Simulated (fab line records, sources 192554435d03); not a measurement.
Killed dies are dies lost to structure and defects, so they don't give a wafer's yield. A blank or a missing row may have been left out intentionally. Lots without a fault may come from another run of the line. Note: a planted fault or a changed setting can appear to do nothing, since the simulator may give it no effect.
fab line records + flow n5_finfet
record:
- lots: 9
- wafers: 25
- last_day: 17
route steps=1938 shown FIN_SAQP@121 BEOL_M4@1111 PASSIVATION@1936
lots untouched by any fault: they come from a run of this same line in which no faults occurred
start_h: start of the lot's first displayed wafer, in hours after the record's first day + wait_h: time in hours since the lot's previous step + " identical to the entry in the row above + L1.1+2: one row covering several wafers at once + - no value present, or no start provided + * or withheld: withheld + < > ~ a bound
route shown NAME@n: NAME is a module with steps in the file, n the number in the route of the first one + usual: average and standard deviation across the fault-free wafers + same: alike in all rows + chamber/n: place in a boat + sites: per-site readings + _std_site: their standard deviation + _edge_site: inner sites' mean taken away from outer sites' mean + radius_mm: how far each site lies from the wafer's centre + mask NAME#n: copy n + behind: the most recent tool/chamber to have shaped the wafer + hold: cause of the lot's hold/its duration in hours/its outcome + device: the n, p or np transistor that did not switch + end of line: the same wafers' tests at the end of the route + a step given without rows: its recipe and nothing more + killed: not the wafer's yield, but the dies lost to structure and defects at the first sort + map: per-die view of a wafer (x killed, . not killed, _ where there is no die)
set.NAME: the setting that was run; set.NAME@STEP: the one run at that earlier step + model.NAME: the simulator's own value behind a step, which no gauge read
route steps across a sampled set of lots; one table per step, one row per wafer
services: from which hour (start_h, from the record's first day; less than 0 if before it) a tool's chamber was out of use, for how many hours, and why
== steps ==
step: N5_FIN_SAQP_STRIP_55
recipe:
- chemistry: N2/H2
- power_w: 500
- temp_c: 40
- pressure_mtorr: 50
- rf_frequency_hz: 6e+07
- overash_fraction: 0.3
- bias_power_w: 28
- h2_frac: 0.5
- n2_flow_sccm: 300
- h2_flow_sccm: 300
usual:
- bias_power_w: 28.00/0.076
- chamber_pressure_mTorr: 49.99/0.079
- drypump_motor_current_A: 5.9/0.47
- oes_product_au: 0.75/0.052
- rf_vpp_V: 121.8/1.4
- showerhead_plenum_p_Torr: 3.39/0.11
- throttle_valve_pct: 19.0/0.36
| lot.wafer | tool        | chamber | start_h | wait_h | bias_power_w | chamber_pressure_mTorr | drypump_motor_current_A | oes_product_au | rf_hours_counter_h | rf_vpp_V | showerhead_plenum_p_Torr | throttle_valve_pct |
|-----------|-------------|---------|---------|--------|--------------|------------------------|-------------------------|----------------|--------------------|----------|--------------------------|--------------------|
| L822.1    | rie_diel-05 | 1       | 28.69   | 0.1    | 27.99        | 49.85                  | 4.8                     | 0.73           | 155                | 121.3    | 3.48                     | 19.6               |
| L822.3    | "           | 2       | "       | "      | 28.13        | 49.95                  | 5.9                     | 0.75           | 153                | 122.9    | 3.33                     | 18.2               |
| L822.5    | "           | 2       | "       | "      | 27.97        | 50.00                  | 5.9                     | 0.74           | -                  | 123.2    | 3.33                     | 18.2               |
| L823.1    | rie_diel-01 | 2       | 34.04   | 0.1    | 28.03        | 50.09                  | 5.7                     | 0.82           | 122                | 122.8    | 3.52                     | 19.2               |
| L823.4    | "           | 1       | "       | "      | 27.95        | 49.97                  | 6.5                     | 0.71           | 205                | 122.0    | 3.50                     | 18.8               |
| L823.6    | "           | 1       | "       | "      | 27.88        | 50.14                  | 6.5                     | 0.72           | -                  | 123.0    | 3.50                     | 18.8               |
| L825.2    | rie_diel-01 | 0       | 47.50   | 0.1    | 28.05        | 50.11                  | 6.3                     | 0.70           | 191                | 119.8    | 3.21                     | 19.1               |
| L825.3    | "           | 2       | "       | "      | 27.87        | 50.01                  | 5.7                     | 0.81           | 126                | 122.2    | 3.51                     | 19.2               |
| L825.6    | "           | 2       | "       | "      | 28.07        | 49.89                  | 5.7                     | 0.81           | -                  | 123.3    | 3.51                     | 19.2               |
| L827.4    | rie_diel-01 | 1       | 58.13   | 0.1    | 27.92        | 50.03                  | 6.6                     | 0.71           | 213                | 121.7    | 3.50                     | 18.8               |
| L827.5    | "           | 3       | "       | "      | 27.99        | 50.04                  | 5.7                     | 0.80           | -                  | 121.5    | 3.37                     | 18.9               |
| L827.6    | "           | 0       | "       | "      | 28.03        | 50.00                  | 6.3                     | 0.70           | -                  | 121.0    | 3.21                     | 19.1               |
| L829.4    | rie_diel-05 | 3       | 70.23   | 0.1    | 27.96        | 50.14                  | 5.6                     | 0.71           | 193                | 122.6    | 3.47                     | 18.7               |
| L829.5    | "           | 2       | "       | "      | 28.04        | 50.13                  | 5.9                     | 0.74           | -                  | 120.6    | 3.32                     | 18.2               |
| L832.3    | rie_diel-05 | 2       | 88.70   | 0.1    | 28.01        | 50.00                  | 5.9                     | 0.74           | 173                | 119.4    | 3.32                     | 18.2               |
| L832.4    | "           | 0       | "       | "      | 28.05        | 49.99                  | 6.4                     | 0.79           | 133                | 118.9    | 3.26                     | 18.9               |
| L836.1    | rie_diel-05 | 3       | 113.01  | 0.1    | 27.97        | 50.13                  | 5.6                     | 0.70           | 208                | 121.6    | 3.46                     | 18.8               |
| L836.5    | "           | 3       | "       | "      | 28.07        | 49.98                  | 5.7                     | 0.70           | -                  | 121.6    | 3.46                     | 18.8               |
| L836.6    | "           | 0       | "       | "      | 27.82        | 49.91                  | 6.4                     | 0.78           | -                  | 122.0    | 3.25                     | 18.9               |
| L837.1    | rie_diel-01 | 1       | 120.24  | 0.1    | 28.09        | 49.89                  | 6.5                     | 0.70           | 235                | 121.4    | 3.48                     | 18.8               |
| L837.3    | "           | 3       | "       | "      | 27.97        | 50.10                  | 5.8                     | 0.77           | 151                | 120.6    | 3.36                     | 18.9               |
| L837.6    | "           | 3       | "       | "      | 27.96        | 50.10                  | 5.7                     | 0.77           | -                  | 123.1    | 3.36                     | 18.9               |
| L843.3    | rie_diel-01 | 2       | 154.76  | 0.1    | 28.14        | 50.03                  | 5.7                     | 0.77           | 166                | 123.8    | 3.49                     | 19.3               |
| L843.5    | "           | 1       | "       | "      | 27.89        | 49.90                  | 6.6                     | 0.69           | -                  | 121.1    | 3.48                     | 18.8               |
| L843.6    | "           | 2       | "       | "      | 28.11        | 49.94                  | 5.7                     | 0.77           | -                  | 120.9    | 3.49                     | 19.3               |
step: N5_FIN_SAQP_ETCH_67
recipe:
- chemistry: CH3F/O2
- target: SiNx
- target_depth_a: 300
- mask_material: SOC
- pressure_mtorr: 30
- source_w: 395
- bias_w: 73
- Ar_flow_sccm: 150
- CH3F_flow_sccm: 30
- O2_flow_sccm: 20
- ion_energy_ev: 120
usual:
- chamber_pressure_mTorr: 29.999/0.026
- drypump_motor_current_A: 5.8/0.45
- oes_o_777_au: 0.76/0.058
- oes_product_au: 0.76/0.059
- rf_vpp_V: 298/10
- showerhead_plenum_p_Torr: 2.00/0.06
- throttle_valve_pct: 16.49/0.22
| lot.wafer | tool        | chamber | start_h | wait_h | chamber_pressure_mTorr | drypump_motor_current_A | oes_o_777_au | oes_product_au | rf_hours_counter_h | rf_vpp_V | showerhead_plenum_p_Torr | throttle_valve_pct |
|-----------|-------------|---------|---------|--------|------------------------|-------------------------|--------------|----------------|--------------------|----------|--------------------------|--------------------|
| L822.1    | rie_diel-01 | 0       | 31.31   | 0.0    | 29.989                 | 6.3                     | 0.75         | 0.72           | 186                | 279      | 1.92                     | 16.80              |
| L822.3    | "           | 1       | "       | "      | 29.955                 | 6.6                     | 0.72         | 0.73           | 204                | 310      | 2.07                     | 16.16              |
| L822.5    | "           | 2       | "       | "      | 30.012                 | 5.7                     | 0.82         | 0.81           | -                  | 308      | 2.08                     | 16.61              |
| L823.1    | rie_diel-02 | 3       | 37.06   | 0.0    | 30.003                 | 5.9                     | 0.72         | 0.67           | 242                | 292      | 1.97                     | 16.74              |
| L823.4    | "           | 0       | "       | "      | 29.997                 | 5.3                     | 0.79         | 0.77           | 144                | 284      | 2.00                     | 16.60              |
| L823.6    | "           | 2       | "       | "      | 30.042                 | 5.8                     | 0.81         | 0.84           | -                  | 307      | 2.05                     | 16.38              |
| L825.2    | rie_diel-02 | 3       | 49.93   | 0.0    | 29.985                 | 5.9                     | 0.71         | 0.68           | 246                | 292      | 1.96                     | 16.75              |
| L825.3    | "           | 0       | "       | "      | 30.012                 | 5.3                     | 0.78         | 0.77           | 147                | 283      | 2.00                     | 16.59              |
| L825.6    | "           | 2       | "       | "      | 30.011                 | 5.8                     | 0.81         | 0.84           | -                  | 308      | 2.05                     | 16.39              |
| L827.4    | rie_diel-05 | 0       | 60.53   | 0.0    | 30.039                 | 6.4                     | 0.77         | 0.78           | 123                | 288      | 1.95                     | 16.44              |
| L827.5    | "           | 3       | "       | "      | 30.019                 | 5.6                     | 0.72         | 0.70           | -                  | 303      | 2.07                     | 16.29              |
| L827.6    | "           | 0       | "       | "      | 29.925                 | 6.4                     | 0.77         | 0.78           | -                  | 288      | 1.95                     | 16.43              |
| L829.4    | rie_diel-01 | 2       | 72.80   | 0.0    | 30.007                 | 5.7                     | 0.80         | 0.80           | -                  | 308      | 2.08                     | 16.63              |
| L829.5    | "           | 1       | "       | "      | 29.974                 | 6.6                     | 0.71         | 0.72           | -                  | 311      | 2.07                     | 16.20              |
| L832.3    | rie_diel-05 | 2       | 91.34   | 0.0    | 30.026                 | 5.9                     | 0.75         | 0.74           | 174                | 302      | 1.99                     | 16.34              |
| L832.4    | "           | 1       | "       | "      | 29.978                 | 4.8                     | 0.71         | 0.71           | 176                | 303      | 2.09                     | 16.79              |
| L836.1    | rie_diel-02 | 0       | 116.72  | 0.0    | 30.009                 | 5.3                     | 0.77         | 0.75           | 169                | 283      | 1.99                     | 16.65              |
| L836.5    | "           | 2       | "       | "      | 29.961                 | 5.7                     | 0.79         | 0.82           | -                  | 307      | 2.04                     | 16.43              |
| L836.6    | "           | 1       | "       | "      | 29.953                 | 5.9                     | 0.71         | 0.76           | -                  | 305      | 1.92                     | 16.25              |
| L837.1    | rie_diel-05 | 1       | 122.95  | 0.0    | 30.028                 | 4.8                     | 0.70         | 0.70           | 186                | 304      | 2.08                     | 16.82              |
| L837.3    | "           | 3       | "       | "      | 29.989                 | 5.6                     | 0.70         | 0.68           | 211                | 303      | 2.06                     | 16.33              |
| L837.6    | "           | 2       | "       | "      | 29.996                 | 5.8                     | 0.75         | 0.73           | -                  | 303      | 1.98                     | 16.37              |
| L843.3    | rie_diel-01 | 3       | 157.43  | 0.0    | 30.042                 | 5.8                     | 0.76         | 0.76           | 165                | 295      | 1.99                     | 16.35              |
| L843.5    | "           | 0       | "       | "      | 29.989                 | 6.2                     | 0.71         | 0.69           | -                  | 279      | 1.91                     | 16.89              |
| L843.6    | "           | 3       | "       | "      | 29.956                 | 5.8                     | 0.76         | 0.77           | -                  | 294      | 1.99                     | 16.35              |
step: N5_FIN_SAQP_SPACER2_ETCHBACK_29
recipe:
- chemistry: CHF3/O2
- mode: anisotropic_etchback
- target: SiO2
- target_depth_a: 122
- time_s: 6.1
- pressure_mtorr: 30
- source_w: 650
- bias_w: 170
- Ar_flow_sccm: 200
- CHF3_flow_sccm: 50
- O2_flow_sccm: 5
- ion_energy_ev: 200
usual:
- CHF3_flow_sccm: 49.99/0.14
- chamber_pressure_mTorr: 29.995/0.028
- drypump_motor_current_A: 5.8/0.46
- oes_o_777_au: 0.76/0.058
- oes_product_au: 0.75/0.059
- rf_vpp_V: 524/18
- showerhead_plenum_p_Torr: 2.41/0.07
- throttle_valve_pct: 19.02/0.23
| lot.wafer | tool        | chamber | start_h | wait_h | CHF3_flow_sccm | chamber_pressure_mTorr | drypump_motor_current_A | oes_o_777_au | oes_product_au | rf_hours_counter_h | rf_vpp_V | showerhead_plenum_p_Torr | throttle_valve_pct |
|-----------|-------------|---------|---------|--------|----------------|------------------------|-------------------------|--------------|----------------|--------------------|----------|--------------------------|--------------------|
| L822.1    | rie_diel-02 | 1       | 31.91   | 0.2    | 49.81          | 29.997                 | 5.8                     | 0.78         | 0.78           | 89                 | 540      | 2.32                     | 18.70              |
| L822.3    | "           | 3       | "       | "      | 49.83          | 30.055                 | 5.9                     | 0.71         | 0.67           | 241                | 517      | 2.37                     | 19.24              |
| L822.5    | "           | 2       | "       | "      | 50.04          | 30.013                 | 5.7                     | 0.85         | 0.85           | -                  | 543      | 2.46                     | 18.90              |
| L823.1    | rie_diel-01 | 0       | 37.63   | 0.2    | 49.90          | 30.037                 | 6.3                     | 0.74         | 0.71           | 188                | 492      | 2.32                     | 19.37              |
| L823.4    | "           | 1       | "       | "      | 50.29          | 29.944                 | 6.5                     | 0.73         | 0.72           | 206                | 548      | 2.49                     | 18.66              |
| L823.6    | "           | 2       | "       | "      | 49.66          | 29.990                 | 5.7                     | 0.81         | 0.81           | -                  | 542      | 2.51                     | 19.18              |
| L825.2    | rie_diel-02 | 2       | 50.50   | 0.2    | 49.88          | 29.978                 | 5.7                     | 0.84         | 0.83           | 56                 | 541      | 2.46                     | 18.92              |
| L825.3    | "           | 3       | "       | "      | 49.99          | 29.954                 | 5.9                     | 0.70         | 0.67           | 246                | 516      | 2.37                     | 19.28              |
| L825.6    | "           | 0       | "       | "      | 50.04          | 29.990                 | 5.3                     | 0.77         | 0.77           | -                  | 496      | 2.41                     | 19.16              |
| L827.4    | rie_diel-02 | 0       | 61.25   | 0.3    | 50.23          | 30.013                 | 5.3                     | 0.78         | 0.77           | 150                | 497      | 2.41                     | 19.15              |
| L827.5    | "           | 3       | "       | "      | 50.11          | 29.943                 | 5.9                     | 0.70         | 0.67           | -                  | 517      | 2.37                     | 19.25              |
| L827.6    | "           | 0       | "       | "      | 50.15          | 29.991                 | 5.3                     | 0.77         | 0.77           | -                  | 496      | 2.41                     | 19.16              |
| L829.4    | rie_diel-01 | 1       | 73.39   | 0.2    | 50.06          | 30.003                 | 6.5                     | 0.73         | 0.71           | -                  | 547      | 2.48                     | 18.66              |
| L829.5    | "           | 0       | "       | "      | 50.03          | 30.010                 | 6.3                     | 0.73         | 0.71           | -                  | 490      | 2.32                     | 19.39              |
| L832.3    | rie_diel-02 | 2       | 92.89   | 0.4    | 50.06          | 29.981                 | 5.7                     | 0.83         | 0.82           | 69                 | 542      | 2.45                     | 18.95              |
| L832.4    | "           | 2       | "       | "      | 49.92          | 30.012                 | 5.7                     | 0.82         | 0.82           | -                  | 542      | 2.45                     | 18.94              |
| L836.1    | rie_diel-05 | 0       | 118.70  | 0.2    | 49.74          | 29.981                 | 6.4                     | 0.78         | 0.77           | 142                | 507      | 2.33                     | 18.96              |
| L836.5    | "           | 0       | "       | "      | 49.84          | 29.984                 | 6.4                     | 0.78         | 0.77           | -                  | 508      | 2.33                     | 18.95              |
| L836.6    | "           | 3       | "       | "      | 49.63          | 29.990                 | 5.6                     | 0.70         | 0.69           | -                  | 535      | 2.49                     | 18.85              |
| L837.1    | rie_diel-05 | 3       | 123.70  | 0.4    | 50.01          | 30.011                 | 5.6                     | 0.70         | 0.69           | 211                | 535      | 2.49                     | 18.85              |
| L837.3    | "           | 1       | "       | "      | 49.86          | 29.999                 | 4.8                     | 0.71         | 0.70           | 186                | 534      | 2.51                     | 19.35              |
| L837.6    | "           | 3       | "       | "      | 49.94          | 30.025                 | 5.7                     | 0.70         | 0.69           | -                  | 536      | 2.49                     | 18.86              |
| L843.3    | rie_diel-05 | 3       | 158.00  | 0.2    | 50.34          | 29.947                 | 5.6                     | 0.69         | 0.68           | 221                | 536      | 2.48                     | 18.87              |
| L843.5    | "           | 0       | "       | "      | 50.08          | 29.980                 | 6.4                     | 0.77         | 0.74           | -                  | 506      | 2.33                     | 18.98              |
| L843.6    | "           | 1       | "       | "      | 50.08          | 29.973                 | 4.7                     | 0.70         | 0.68           | -                  | 534      | 2.50                     | 19.37              |
step: N5_FIN_SAQP_ETCH_34
recipe:
- chemistry: C4F6/O2
- target: SiO2
- target_depth_a: 450
- time_s: 15
- ion_energy_ev: 250
- pressure_mtorr: 30
- source_w: 345
- bias_w: 185
- Ar_flow_sccm: 300
- C4F6_flow_sccm: 10
- O2_flow_sccm: 10
- ends: cleared
usual:
- chamber_pressure_mTorr: 30.001/0.029
- drypump_motor_current_A: 5.9/0.45
- etch_rf_on_time_s: 15.0/0.31
- oes_o_777_au: 0.76/0.049
- oes_product_au: 0.64/0.044
- rf_vpp_V: 667/25
- showerhead_plenum_p_Torr: 2.85/0.083
- throttle_valve_pct: 21.20/0.26
| lot.wafer | tool        | chamber | start_h | wait_h | chamber_pressure_mTorr | drypump_motor_current_A | etch_rf_on_time_s | oes_o_777_au | oes_product_au | rf_hours_counter_h | rf_vpp_V | showerhead_plenum_p_Torr | throttle_valve_pct |
|-----------|-------------|---------|---------|--------|------------------------|-------------------------|-------------------|--------------|----------------|--------------------|----------|--------------------------|--------------------|
| L822.1    | rie_diel-02 | 1       | 32.27   | 0.0    | 29.984                 | 5.8                     | 15.1              | 0.75         | 0.67           | 90                 | 687      | 2.74                     | 20.86              |
| L822.3    | "           | 3       | "       | "      | 30.002                 | 5.9                     | 15.1              | 0.70         | 0.58           | 241                | 657      | 2.80                     | 21.42              |
| L822.5    | "           | 3       | "       | "      | 30.014                 | 5.9                     | 15.1              | 0.70         | 0.57           | -                  | 656      | 2.80                     | 21.44              |
| L823.1    | rie_diel-01 | 0       | 37.95   | 0.0    | 30.043                 | 6.3                     | 15.2              | 0.77         | 0.61           | 188                | 623      | 2.74                     | 21.56              |
| L823.4    | "           | 1       | "       | "      | 29.946                 | 6.6                     | 14.5              | 0.72         | 0.62           | 206                | 696      | 2.94                     | 20.80              |
| L823.6    | "           | 1       | "       | "      | 30.030                 | 6.6                     | 14.5              | 0.72         | 0.62           | -                  | 695      | 2.94                     | 20.79              |
| L825.2    | rie_diel-01 | 2       | 50.81   | 0.0    | 29.994                 | 5.7                     | 14.8              | 0.83         | 0.69           | 128                | 686      | 2.95                     | 21.33              |
| L825.3    | "           | 3       | "       | "      | 30.029                 | 5.7                     | 14.9              | 0.79         | 0.68           | 129                | 661      | 2.84                     | 21.00              |
| L825.6    | "           | 3       | "       | "      | 30.025                 | 5.7                     | 14.7              | 0.78         | 0.68           | -                  | 662      | 2.84                     | 20.99              |
| L827.4    | rie_diel-01 | 0       | 61.56   | 0.0    | 30.033                 | 6.2                     | 15.3              | 0.77         | 0.60           | 196                | 623      | 2.74                     | 21.57              |
| L827.5    | "           | 0       | "       | "      | 30.053                 | 6.3                     | 15.4              | 0.77         | 0.61           | -                  | 623      | 2.74                     | 21.56              |
| L827.6    | "           | 1       | "       | "      | 30.008                 | 6.5                     | 14.6              | 0.70         | 0.61           | -                  | 696      | 2.94                     | 20.82              |
| L829.4    | rie_diel-01 | 0       | 73.68   | 0.0    | 30.038                 | 6.3                     | 17.6              | 0.77         | 0.55           | -                  | 623      | 2.74                     | 21.51              |
| L829.5    | "           | 2       | "       | "      | 29.991                 | 5.7                     | 14.9              | 0.81         | 0.68           | -                  | 686      | 2.95                     | 21.33              |
| L832.3    | rie_diel-01 | 2       | 93.20   | 0.0    | 30.015                 | 5.7                     | 14.9              | 0.82         | 0.68           | 143                | 687      | 2.95                     | 21.33              |
| L832.4    | "           | 1       | "       | "      | 29.956                 | 6.5                     | 16.9              | 0.70         | 0.56           | 226                | 695      | 2.93                     | 20.79              |
| L836.1    | rie_diel-05 | 2       | 119.02  | 0.0    | 30.025                 | 5.9                     | 14.9              | 0.74         | 0.62           | 183                | 676      | 2.83                     | 21.05              |
| L836.5    | "           | 1       | "       | "      | 29.978                 | 4.8                     | 15.3              | 0.70         | 0.60           | -                  | 681      | 2.96                     | 21.57              |
| L836.6    | "           | 2       | "       | "      | 29.982                 | 5.9                     | 14.9              | 0.73         | 0.62           | -                  | 679      | 2.83                     | 21.03              |
| L837.1    | rie_diel-05 | 0       | 124.09  | 0.0    | 29.901                 | 6.4                     | 15.4              | 0.76         | 0.65           | 143                | 645      | 2.77                     | 21.19              |
| L837.3    | "           | 2       | "       | "      | 30.032                 | 5.9                     | 14.9              | 0.73         | 0.63           | 185                | 678      | 2.83                     | 21.03              |
| L837.6    | "           | 0       | "       | "      | 29.986                 | 6.4                     | 15.4              | 0.75         | 0.65           | -                  | 647      | 2.77                     | 21.18              |
| L843.3    | rie_diel-05 | 2       | 158.31  | 0.0    | 29.984                 | 5.9                     | 14.6              | 0.72         | 0.62           | 197                | 680      | 2.82                     | 21.06              |
| L843.5    | "           | 1       | "       | "      | 29.972                 | 4.7                     | 15.5              | 0.68         | 0.59           | -                  | 679      | 2.95                     | 21.59              |
| L843.6    | "           | 2       | "       | "      | 29.968                 | 5.9                     | 14.8              | 0.73         | 0.62           | -                  | 678      | 2.82                     | 21.06              |
step: N5_BEOL_M4_RC_MEAS_101
usual:
- DIBL_N: 36.0/2.5
- DIBL_P: 36.2/3
- IOFF_N: 0.16/0.044
- IOFF_P: 0.21/0.049
- ION_N: 671/15
- ION_P: 461/8.7
- SS_N: 71.5/0.72
- SS_P: 73.4/0.9
- VT_N: 251/4.4
- VT_P: -250/4
| lot.wafer | tool      | chamber | start_h | wait_h | DIBL_N[mV/V] | DIBL_P[mV/V] | IOFF_N[nA/um] | IOFF_P[nA/um] | ION_N[uA/um] | ION_P[uA/um] | SS_N[mV/dec] | SS_P[mV/dec] | VT_N[mV] | VT_P[mV] |
|-----------|-----------|---------|---------|--------|--------------|--------------|---------------|---------------|--------------|--------------|--------------|--------------|----------|----------|
| L822.1    | prober-02 | 0       | 189.25  | 0.6    | 34.6         | 36.4         | 0.13          | 0.19          | 652          | 449          | 71.9         | 73.2         | 254      | -252     |
| L822.3    | "         | 0       | "       | "      | 33.6         | 35.3         | 0.13          | 0.17          | 660          | 452          | 71.7         | 73.2         | 253      | -253     |
| L822.5    | "         | 0       | "       | "      | 33.5         | 35.5         | 0.13          | 0.18          | 652          | 447          | 72.0         | 73.0         | 254      | -255     |
| L823.1    | prober-01 | 0       | 189.85  | 0.8    | 39.1         | 39.3         | 0.23          | 0.27          | 683          | 463          | 73.2         | 74.2         | 247      | -246     |
| L823.4    | "         | 0       | "       | "      | 36.2         | 36.5         | 0.17          | 0.23          | 688          | 468          | 71.3         | 73.4         | 248      | -248     |
| L823.6    | "         | 0       | "       | "      | 35.8         | 34.4         | 0.16          | 0.20          | 659          | 451          | 71.9         | 73.2         | 249      | -248     |
| L825.2    | prober-01 | 0       | 215.59  | 0.2    | 37.4         | 38.6         | 0.19          | 0.24          | 694          | 470          | 72.2         | 73.8         | 249      | -247     |
| L825.3    | "         | 0       | "       | "      | 38.0         | 39.2         | 0.19          | 0.25          | 670          | 454          | 72.3         | 73.3         | 250      | -252     |
| L825.6    | "         | 0       | "       | "      | 38.5         | 39.4         | 0.20          | 0.24          | 678          | 457          | 72.9         | 74.5         | 249      | -251     |
| L827.4    | prober-01 | 0       | 219.58  | 0.5    | 36.4         | 36.8         | 0.15          | 0.20          | 678          | 464          | 71.5         | 73.5         | 252      | -251     |
| L827.5    | "         | 0       | "       | "      | 34.6         | 33.4         | 0.11          | 0.16          | 653          | 452          | 70.4         | 72.5         | 255      | -253     |
| L827.6    | "         | 0       | "       | "      | 35.0         | 35.4         | 0.12          | 0.20          | 669          | 468          | 71.6         | 72.8         | 255      | -252     |
| L829.4    | prober-01 | 0       | 223.00  | 0.5    | 36.0         | 35.3         | 0.13          | 0.16          | 658          | 450          | 71.4         | 73.9         | 255      | -258     |
| L829.5    | "         | 0       | "       | "      | 37.1         | 37.1         | 0.15          | 0.20          | 654          | 455          | 72.1         | 74.2         | 251      | -254     |
| L832.3    | prober-02 | 0       | 252.20  | 0.3    | 30.6         | 28.6         | 0.08          | 0.11          | 656          | 446          | 70.4         | 71.3         | 259      | -260     |
| L832.4    | "         | 0       | "       | "      | 35.2         | 34.6         | 0.13          | 0.18          | 665          | 453          | 71.1         | 72.8         | 252      | -253     |
| L837.1    | prober-02 | 0       | 271.01  | 0.0    | 37.8         | 37.9         | 0.20          | 0.22          | 691          | 461          | 71.4         | 74.0         | 245      | -252     |
| L837.3    | "         | 0       | "       | "      | 34.2         | 32.6         | 0.12          | 0.15          | 660          | 448          | 71.2         | 72.5         | 254      | -254     |
| L837.6    | "         | 0       | "       | "      | 38.7         | 38.6         | 0.23          | 0.25          | 700          | 463          | 72.4         | 74.3         | 243      | -251     |
| L836.1    | prober-02 | 0       | 275.70  | 0.0    | 34.1         | 35.5         | 0.13          | 0.21          | 669          | 466          | 71.0         | 73.4         | 251      | -248     |
| L836.5    | "         | 0       | "       | "      | 37.7         | 38.3         | 0.21          | 0.25          | 676          | 466          | 72.5         | 74.1         | 247      | -247     |
| L836.6    | "         | 0       | "       | "      | 34.2         | 35.0         | 0.14          | 0.20          | 667          | 466          | 71.3         | 73.2         | 249      | -252     |
| L843.3    | prober-01 | 0       | 308.65  | 0.3    | 40.1         | 40.6         | 0.25          | 0.31          | 689          | 470          | 73.0         | 74.3         | 245      | -242     |
| L843.5    | "         | 0       | "       | "      | 36.2         | 35.1         | 0.13          | 0.19          | 651          | 453          | 71.1         | 73.0         | 255      | -252     |
| L843.6    | "         | 0       | "       | "      | 37.9         | 37.6         | 0.19          | 0.25          | 675          | 463          | 71.8         | 73.6         | 246      | -246     |
step: N5_PASSIVATION_PROBE_49
usual:
- defect_limited_yield: 91.7/1.4
- killed_at_M0_to_M3: 31/11
- killed_at_M4_up: 13/4.6
- killed_at_contacts: 13/6.7
- killed_at_front_end: 39/9.6
- killed_at_other: 3.5/2.8
- killed_dies: 98/16
- killed_open: 64/11
- killed_short: 33/8.5
- sort_bin_5_function: 4.9/0.96
- sort_bin_6_memory: 3.1/0.59
- sort_bin_8_speed: 0.2/1.3
- sort_n_pass: 1080/23
same:
- gross_dies: 1180
- killed_at_back_side: 0
- sort_bin_4_leakage[%]: 0
| lot.wafer | tool      | chamber | start_h | wait_h | defect_limited_yield[%] | killed_at_M0_to_M3 | killed_at_M4_up | killed_at_contacts | killed_at_front_end | killed_at_other | killed_dies | killed_open | killed_short | sort_bin_5_function[%] | sort_bin_6_memory[%] | sort_bin_8_speed[%] | sort_n_pass |
|-----------|-----------|---------|---------|--------|-------------------------|--------------------|-----------------|--------------------|---------------------|-----------------|-------------|-------------|--------------|------------------------|----------------------|---------------------|-------------|
| L832.4    | prober-01 | -       | 348.04  | 0.2    | 92.1                    | 43                 | 10              | 17                 | 20                  | 3               | 93          | 59          | 30           | 5.0                    | 2.5                  | 0.2                 | 1087        |
killed by level:class
L832.4 MOL_CONTACT_COAG:geometric_particle:open=15 BEOL_M0_SAQP:geometric_particle:short=12 BEOL_M3:geometric_particle:open=8 BEOL_M1:geometric_particle:open=6 BEOL_M2:geometric_particle:open=6 BEOL_M4:geometric_particle:open=6 FIN_SAQP:geometric_particle:open=4 FIN_SAQP:geometric_particle:short=4
== services ==
| tool        | chamber | start_h | hours | kind                          |
|-------------|---------|---------|-------|-------------------------------|
| rie_diel-05 | 2       | 11.21   | 2.5   | repair                        |
| rie_diel-02 | -       | 65.60   | 2.8   | pm                            |
| rie_diel-01 | 3       | 70.89   | 5.6   | repair                        |
| rie_diel-02 | 3       | 72.95   | -     | clean                         |
| rie_diel-02 | 3       | 72.95   | -     | consumable_replace:focus_ring |
| rie_diel-02 | 3       | 72.95   | 20.8  | scheduled_down                |
| rie_diel-02 | 3       | 72.95   | 20.8  | vent_cycle                    |
| rie_diel-05 | 3       | 132.65  | 7.5   | repair                        |
| rie_diel-01 | 1       | 135.00  | 12.9  | repair                        |
== key ==
first_sign:
- step: N5_FIN_SAQP_ETCH_34
- reading: etch_rf_on_time_s
- direction: up
- sigmas: 7.3
- usual: *
- struck: *
effect none on later readings
met_at N5_FIN_SAQP_ETCH_34
struck_lots L829,L832
struck_wafers L829.4,L832.4
not_acting_at N5_FIN_SAQP_STRIP_55,N5_FIN_SAQP_ETCH_67,N5_FIN_SAQP_SPACER2_ETCHBACK_29
onset_between 61.56 73.68
fault:
- kind: process_parameter_drift
- tool: rie_diel-01
- chamber: -
- onset_h: 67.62
- steps: N5_FIN_SAQP_ETCH_34
- channel: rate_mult
- offset: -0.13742
- shape: step
- end_h: 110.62
- scope: struck_wafers_only
